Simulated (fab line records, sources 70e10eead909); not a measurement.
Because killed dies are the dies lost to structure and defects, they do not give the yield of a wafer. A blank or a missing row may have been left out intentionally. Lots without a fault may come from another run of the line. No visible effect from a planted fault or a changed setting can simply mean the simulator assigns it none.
Matching of chambers || flow nand_harc || NHARC_P_M0_CMP_23 on cmp-02: 4 sister chambers
The step polishes, t overpolish 20 s, target thk 117.54 nm. 8 wafers are shown with their chamber, then 8 later ones without.

WAFERS, EACH WITH ITS CHAMBER
{"wafer": "L079.2", "chamber": 3, "motor_current_A (A)": 12.0, "time_to_endpoint_s (s)": 28.5}
{"wafer": "L080.2", "chamber": 0, "motor_current_A (A)": 12.8, "time_to_endpoint_s (s)": 29.7}
{"wafer": "L080.4", "chamber": 3, "motor_current_A (A)": 12.3, "time_to_endpoint_s (s)": 31.7}
{"wafer": "L088.4", "chamber": 0, "motor_current_A (A)": 12.6, "time_to_endpoint_s (s)": 27.7}
{"wafer": "L088.5", "chamber": 1, "motor_current_A (A)": 11.5, "time_to_endpoint_s (s)": 30.0}
{"wafer": "L089.4", "chamber": 1, "motor_current_A (A)": 12.2, "time_to_endpoint_s (s)": 29.3}
{"wafer": "L089.6", "chamber": 2, "motor_current_A (A)": 10.0, "time_to_endpoint_s (s)": 26.9}
{"wafer": "L092.2", "chamber": 2, "motor_current_A (A)": 10.2, "time_to_endpoint_s (s)": 27.6}

WAFERS MISSING THEIR CHAMBER
{"wafer": "L092.3", "motor_current_A (A)": 11.8, "time_to_endpoint_s (s)": 28.2}
{"wafer": "L092.4", "motor_current_A (A)": 11.5, "time_to_endpoint_s (s)": 30.0}
{"wafer": "L091.1", "motor_current_A (A)": 12.6, "time_to_endpoint_s (s)": 26.7}
{"wafer": "L091.4", "motor_current_A (A)": 12.4, "time_to_endpoint_s (s)": 26.4}
{"wafer": "L091.5", "motor_current_A (A)": 12.2, "time_to_endpoint_s (s)": 24.7}
{"wafer": "L094.1", "motor_current_A (A)": 10.1, "time_to_endpoint_s (s)": 24.8}
{"wafer": "L094.5", "motor_current_A (A)": 10.4, "time_to_endpoint_s (s)": 26.7}
{"wafer": "L094.6", "motor_current_A (A)": 12.2, "time_to_endpoint_s (s)": 27.4}

THE CHAMBER EACH PASSED THROUGH
{"wafer": "L092.3", "from the rows above": "can't be placed: 1 or 3", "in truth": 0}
{"wafer": "L092.4", "from the rows above": "can't be placed: 1 or 3", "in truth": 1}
{"wafer": "L091.1", "from the rows above": "can't be placed: 0 or 3 or 1", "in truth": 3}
{"wafer": "L091.4", "from the rows above": "can't be placed: 0 or 3 or 1", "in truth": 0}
{"wafer": "L091.5", "from the rows above": "can't be placed: 0 or 1 or 3", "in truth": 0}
{"wafer": "L094.1", "from the rows above": 2, "in truth": 2}
{"wafer": "L094.5", "from the rows above": 2, "in truth": 2}
{"wafer": "L094.6", "from the rows above": "can't be placed: 3 or 0 or 1", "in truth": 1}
Correctly placed: 2 of 8. Cannot be placed on the basis of these rows: 6; the candidates contain the true chamber in 5. Number placed wrongly: 0.
How it was worked out, from the rows above alone: a wafer's distance from a chamber is the root of the sum, over the readings, of the square of ((its reading less the chamber's mean) divided by the reading's scatter). If the next closest chamber is less than 2 further off than the closest, the wafer can't be placed; otherwise it belongs to the closest. For every chamber, the mean is computed from those of its wafers that are shown. The scatter is the square root of a quotient: the sum, over the shown wafers, of each reading's squared deviation from its chamber's mean, divided by wafers minus chambers.
